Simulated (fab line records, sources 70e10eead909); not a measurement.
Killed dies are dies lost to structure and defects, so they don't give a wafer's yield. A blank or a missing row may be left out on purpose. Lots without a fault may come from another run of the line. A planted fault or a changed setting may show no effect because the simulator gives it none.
Chamber matching | flow nand_harc | NHARC_A_SGD_CUT_CMP_21 on cmp-03: 4 sister chambers
The step polishes, target thk 148.19 nm. 8 wafers are shown with their chamber, then 8 later ones without.

WAFERS WITH THEIR CHAMBER
wafer  | chamber | motor_current_A (A) | retaining_ring_pressure_frac
L080.1 | 3       | 12.0                | 1.004
L080.2 | 0       | 11.2                | 1.001
L083.4 | 3       | 12.7                | 1.002
L083.6 | 2       | 12.2                | 0.999
L085.1 | 0       | 10.5                | 1.001
L085.3 | 1       | 11.5                | 1.009
L085.4 | 2       | 12.6                | 0.990
L090.1 | 1       | 12.4                | 1.000

WAFERS WITHOUT THEIR CHAMBER
wafer  | motor_current_A (A) | retaining_ring_pressure_frac
L090.2 | 11.6                | 1.004
L090.4 | 12.4                | 0.994
L094.1 | 12.9                | 1.002
L094.3 | 12.7                | 0.994
L094.5 | 11.8                | 0.994
L095.2 | 12.6                | 1.008
L095.4 | 13.0                | 0.996
L095.5 | 12.1                | 0.998

WHICH CHAMBER EACH WENT THROUGH
wafer  | from the rows above               | in truth
L090.2 | can't be placed: 1 or 3 or 0 or 2 | 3
L090.4 | can't be placed: 2 or 3           | 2
L094.1 | can't be placed: 3 or 2 or 1      | 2
L094.3 | can't be placed: 2 or 3           | 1
L094.5 | can't be placed: 2 or 3 or 1 or 0 | 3
L095.2 | can't be placed: 3 or 1 or 2      | 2
L095.4 | can't be placed: 2 or 3 or 1      | 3
L095.5 | can't be placed: 2 or 3 or 1 or 0 | 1
Placed correctly: 0 of 8. Can't be placed from these rows: 8 (the true chamber is among the candidates in 7). Placed wrongly: 0.
How it was worked out, from the rows above alone: a wafer's distance from a chamber is the root of the sum, over the readings, of the square of ((its reading less the chamber's mean) divided by the reading's scatter). The wafer belongs to the nearest chamber; if the next one is less than 2 further off, it can't be placed. A chamber's mean is the mean of its shown wafers. The scatter: the root of (the sum of the squares of (reading less its chamber's mean) over the shown wafers, divided by (wafers less chambers)).
